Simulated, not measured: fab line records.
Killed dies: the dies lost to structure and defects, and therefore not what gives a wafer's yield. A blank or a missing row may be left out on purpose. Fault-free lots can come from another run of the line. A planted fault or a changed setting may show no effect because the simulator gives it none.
What tool caused it? | flow n5 finfet | Sampling: 12 lots, 36 wafers, 2 of 1938 route steps

## WHAT THE GAUGES READ, wafer by wafer
N5_BEOL_M3_OVL_MEAS_29.
lot  | measured     | on         | V2_OVL (nm)
L075 | day 7 03:18  | overlay-01 | -0.7 -0.6 -1.4
L076 | day 7 11:16  | overlay-02 | 0.5 0.3 -0.2
L080 | day 8 06:23  | overlay-01 | -1.4 -1.5 -1.5
L081 | day 8 12:56  | overlay-02 | -0.6 -0.5 -0.9
L083 | day 9 01:55  | overlay-01 | -0.6 -0.3 -0.1
L086 | day 9 21:57  | overlay-01 | -0.6 -0.8 -0.8
L087 | day 10 08:23 | overlay-01 | -0.1 0.2 0.2
L089 | day 10 16:56 | overlay-02 | -0.1 -0.7 0.5
L091 | day 11 00:19 | overlay-01 | -0.2 0.4 -0.7
L092 | day 11 17:28 | overlay-01 | 0.6 -0.2 -0.3
L095 | day 12 20:14 | overlay-01 | -0.3 0.5 -0.3
L097 | day 13 06:33 | overlay-01 | -0.4 0.1 -0.1

## WHICH TOOL RAN EACH LOT (tool, then ch and the chambers of the sampled wafers, then the start)
lot  | N5_BEOL_M3_ETCH_64
L075 | rie diel-06 ch 0,1,3, day 7 02:26
L076 | rie diel-05 ch 1,2,3, day 7 10:34
L080 | rie diel-06 ch 0,1,2, day 8 05:37
L081 | rie diel-05 ch 0,1,3, day 8 11:31
L083 | rie diel-05 ch 1,2, day 9 01:11
L086 | rie diel-04 ch 1,2,3, day 9 21:12
L087 | rie diel-05 ch 0,2,3, day 10 07:15
L089 | rie diel-04 ch 0,1, day 10 16:07
L091 | rie diel-05 ch 2,3, day 10 23:37
L092 | rie diel-04 ch 0,2,3, day 11 16:47
L095 | rie diel-04 ch 1,2,3, day 12 19:31
L097 | rie diel-06 ch 0,1,2, day 13 05:45
- N5_BEOL_M3_ETCH_64: etches SOC in N2/H2, target depth 75 nm, overetch 15 nm, time 112.5 s.

## THE ANSWER, worked out from the rows above alone
Rule: the lots themselves supply what counts as usual. The widest of any qualifying gaps counts: lots, ordered by their means at a reading, are off when they make up no more than a third of the lots, leave a main group of 4 or more, and stand apart from it by 3 or more times the standard deviation of that group's means. The tables above print the reading to a certain number of digits; a main group whose means all agree to those digits is not used. A lot without any number at a reading at which 4 lots or more have one is off too. Any other lot the step has rows for is counted as sound.
None of the lots is off at any reading shown; this tells nothing.

## WHAT WAS PUT IN BY THE SIMULATOR
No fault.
